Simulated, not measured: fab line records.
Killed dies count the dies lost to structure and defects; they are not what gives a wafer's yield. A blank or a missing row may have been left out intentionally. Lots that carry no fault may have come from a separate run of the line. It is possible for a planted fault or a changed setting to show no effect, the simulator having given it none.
Split-lot study -- flow n5-finfet -- 21 wafers read across 7 lots, on a route 1938 steps long

== ABOUT THE SPLIT ==
At N5_BEOL_M6_PECVD_70 (deposits SiO2 from TEOS/O2, target thk 20 nm, time 22.7 s), the setting temp-c was moved away from the recipe's 400 C on 4 of the 21 wafers read, by -3.3% to -2.2%. This setting was run at the recipe's value on the other wafers.

== FROM THE SPLIT TO THE READING: what the file shows between them, 4 steps ==
- N5_BEOL_M6_TRENCH_ETCH_37: etches SiCOH lowk in C4F6/O2, target depth 94.435 nm, time 31.5 s (also split here: source-w)
- N5_BEOL_M6_ETCH_41: etches SiCN in CH3F/O2, target depth 29.7 nm, time 52 s
- N5_BEOL_M6_STRIP_80: strips in N2/H2, time 10 s
- N5_BEOL_M6_OCD_MEAS_38

== THE READING ==
SiO2_of_BEOL_M6_PECVD_70.thk-nm (the simulator's own value, which no gauge read), in nm, at N5_BEOL_M6_HM_STRIP_39 (strips TiN in peroxide tin strip, target depth 25 nm, time 158 s). The file does not state a usual value for it. The 17 wafers here that ran the recipe average 20.0 nm, standard deviation 0.26 nm.

wafer,"tool, chamber at the split","temp-c as run, C",against the recipe,"SiO2_of_BEOL_M6_PECVD_70.thk-nm, nm",against lot-mates on the recipe
L078.1,"pecvd-04, 2,2,0",400,recipe,19.8,-
L078.4,"pecvd-04, 2,2,0",400,recipe,20.4,-
L078.5,"pecvd-04, 2,2,0",400,recipe,20,-
L081.2,"pecvd-01, 2,0",386.7,-3.3%,21.4,+1.4
L081.3,"pecvd-01, 1",400,recipe,20,-
L081.5,"pecvd-01, 2,0",386.7,-3.3%,22,+2.0
L080.3,"pecvd-03, 0,2,1",400,recipe,20,-
L080.4,"pecvd-03, 0,2,1",400,recipe,19.6,-
L080.6,"pecvd-03, 0,2,1",400,recipe,20.2,-
L088.1,"pecvd-04, 1,2,1",400,recipe,19.8,-
L088.5,"pecvd-04, 1,2,1",400,recipe,19.8,-
L088.3,"pecvd-04, 1,2,1",400,recipe,20,-
L091.1,"pecvd-01, 1,2,1",400,recipe,20,-
L091.2,"pecvd-01, 1,2,1",400,recipe,19.8,-
L091.6,"pecvd-01, 1,2,1",400,recipe,20.6,-
L093.1,"pecvd-01, 2,1,0",400,recipe,19.8,-
L093.2,"pecvd-01, 2,1,0",400,recipe,19.8,-
L093.4,"pecvd-01, 2,1,0",400,recipe,20.2,-
L096.2,"pecvd-03, 1",400,recipe,19.6,-
L096.5,"pecvd-03, 1,2",391.1,-2.2%,21.2,+1.6
L096.6,"pecvd-03, 1,2",391.1,-2.2%,21,+1.4
When a row names more than one chamber, that row covers several wafers, and the file does not tell which wafer ran in which chamber.

FIT RESULTS
A straight line over all 21 wafers: SiO2_of_BEOL_M6_PECVD_70.thk-nm changes by -0.519 nm for each +1% of temp-c; r = -0.92; the points scatter about the line by 0.27 nm.
The same after taking each lot's own level away (the mean of its wafers on the recipe; 21 wafers): -0.558 nm for each +1%; r = -0.93; scatter 0.25 nm.
That fit puts the effect of the largest move of temp-c on the reading at 1.9 nm.
Measured against the standard deviation above, the lots' own levels, which go from 19.60 to 20.13 nm, span 2.1 times it.
The two slopes are in agreement: the lot-to-lot level therefore moves the slope only a little.
Check: +2.11 nm against its lot-mates is what the line predicts for one of the wafers moved furthest among these (-3.3%) when that wafer is left out of the fit. It came out at +1.4 nm against them.

== THE OTHER SPLITS THESE WAFERS WENT THROUGH ==
Before the reading, these wafers also passed through other splits. Each is held against what the fit with the lots' levels taken away leaves over:
other split on the same wafers,wafers away from the commonest value,r with SiO2_of_BEOL_M6_PECVD_70.thk-nm (lot level and that fit taken away)
N5_BEOL_M4_EXPOSE_08 dose-mj,11,+0.12
N5_BEOL_M5_ETCH_72 bias-w,7,+0.17
N5_BEOL_M5_COAT_22 spin-rpm,5,-0.27
N5_BEOL_M6_TRENCH_ETCH_37 source-w,7,-0.01

== THE FILE'S OWN FIT ==
SiO2_of_BEOL_M6_PECVD_70.thk-nm changes by -0.562 nm for each +1% of temp-c, r = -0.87.
